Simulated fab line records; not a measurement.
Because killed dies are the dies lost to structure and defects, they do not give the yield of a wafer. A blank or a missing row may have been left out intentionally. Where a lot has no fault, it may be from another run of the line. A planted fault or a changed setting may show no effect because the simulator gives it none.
Matching of chambers | flow n5Finfet | N5_BEOL_M5_ETCH_75 on rieDiel-01 has 4 sister chambers
The step etches underlayer in N2/H2, target depth 6.5 nm, time 5.2 s. 8 wafers are shown with their chamber, then 8 later ones without.

WAFERS WITH THEIR CHAMBER
wafer  | chamber | showerheadPlenumPTorr (Torr) | throttleValvePct (%)
L076.5 | 0       | 2.57                         | 17.9
L082.3 | 1       | 2.63                         | 17.9
L084.2 | 0       | 2.56                         | 17.9
L085.3 | 3       | 2.50                         | 18.1
L088.1 | 2       | 2.50                         | 18.4
L088.5 | 1       | 2.62                         | 18.0
L088.6 | 2       | 2.50                         | 18.4
L089.3 | 3       | 2.50                         | 18.1

WAFERS MISSING THEIR CHAMBER
wafer  | showerheadPlenumPTorr (Torr) | throttleValvePct (%)
L089.4 | 2.50                         | 18.1
L089.6 | 2.63                         | 18.0
L091.1 | 2.50                         | 18.4
L091.2 | 2.50                         | 18.1
L091.6 | 2.50                         | 18.1
L092.1 | 2.62                         | 18.0
L092.4 | 2.62                         | 18.0
L092.6 | 2.50                         | 18.4

WHICH CHAMBER EACH ONE RAN IN
wafer  | from the rows above | in truth
L089.4 | 3                   | 3
L089.6 | 1                   | 1
L091.1 | 2                   | 2
L091.2 | 3                   | 3
L091.6 | 3                   | 3
L092.1 | 1                   | 1
L092.4 | 1                   | 1
L092.6 | 2                   | 2
Correctly placed: 8 of 8. Not placeable from these rows: 0. Wrongly placed: 0.
How it was worked out, from the rows above alone: a wafer's distance from a chamber is the root of the sum, over the readings, of the square of ((its reading less the chamber's mean) divided by the reading's scatter). If the next closest chamber is less than 2 further off than the closest, the wafer can't be placed; otherwise it belongs to the closest. The mean given for a chamber averages the wafers shown for that chamber. How the scatter is found: for the shown wafers, subtract from each reading the mean of its chamber, square and add these, divide the total by (wafers less chambers), then take the root.
